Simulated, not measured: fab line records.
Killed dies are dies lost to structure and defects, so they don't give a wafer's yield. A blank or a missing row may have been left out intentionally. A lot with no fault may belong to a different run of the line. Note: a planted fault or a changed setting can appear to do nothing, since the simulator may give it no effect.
Matching of chambers :: flow nand-harc :: 4 sister chambers for NHARC_A_STAIRCASE_ETCH_292 on rie-diel-13
The step etches the open film in CF4/CHF3. 4 wafers are shown with their chamber, then 7 later ones without.

WAFERS, EACH WITH ITS CHAMBER
wafer: L090.3
chamber: 3
showerhead-plenum-p-Torr (Torr): 1.63

wafer: L090.4
chamber: 1
showerhead-plenum-p-Torr (Torr): 1.58

wafer: L089.2
chamber: 2
showerhead-plenum-p-Torr (Torr): 1.62

wafer: L089.3
chamber: 0
showerhead-plenum-p-Torr (Torr): 1.47

WAFERS MISSING THEIR CHAMBER
wafer: L089.5
showerhead-plenum-p-Torr (Torr): 1.47

wafer: L091.1
showerhead-plenum-p-Torr (Torr): 1.62

wafer: L091.2
showerhead-plenum-p-Torr (Torr): 1.63

wafer: L091.5
showerhead-plenum-p-Torr (Torr): 1.46

wafer: L093.1
showerhead-plenum-p-Torr (Torr): 1.46

wafer: L093.3
showerhead-plenum-p-Torr (Torr): 1.62

wafer: L093.5
showerhead-plenum-p-Torr (Torr): 1.63

WHICH CHAMBER EACH ONE RAN IN
wafer: L089.5
from the rows above: 0
in truth: 0

wafer: L091.1
from the rows above: can't be placed: 2 or 3
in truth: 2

wafer: L091.2
from the rows above: can't be placed: 3 or 2
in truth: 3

wafer: L091.5
from the rows above: 0
in truth: 0

wafer: L093.1
from the rows above: 0
in truth: 0

wafer: L093.3
from the rows above: can't be placed: 2 or 3
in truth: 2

wafer: L093.5
from the rows above: can't be placed: 3 or 2
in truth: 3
3 of 7 placed correctly. From these rows, 4 cannot be placed; in 4 the true chamber is one of the candidates. Wrongly placed: 0.
How it was worked out, from the rows above alone: a wafer's distance from a chamber is the root of the sum, over the readings, of the square of ((its reading less the chamber's mean) divided by the reading's scatter). If the next closest chamber is less than 2 further off than the closest, the wafer can't be placed; otherwise it belongs to the closest. Each chamber's mean is taken over the wafers shown for it. The scatter: root of mean squared gap, hidden wafer to nearest shown wafer, with one shown wafer a chamber.
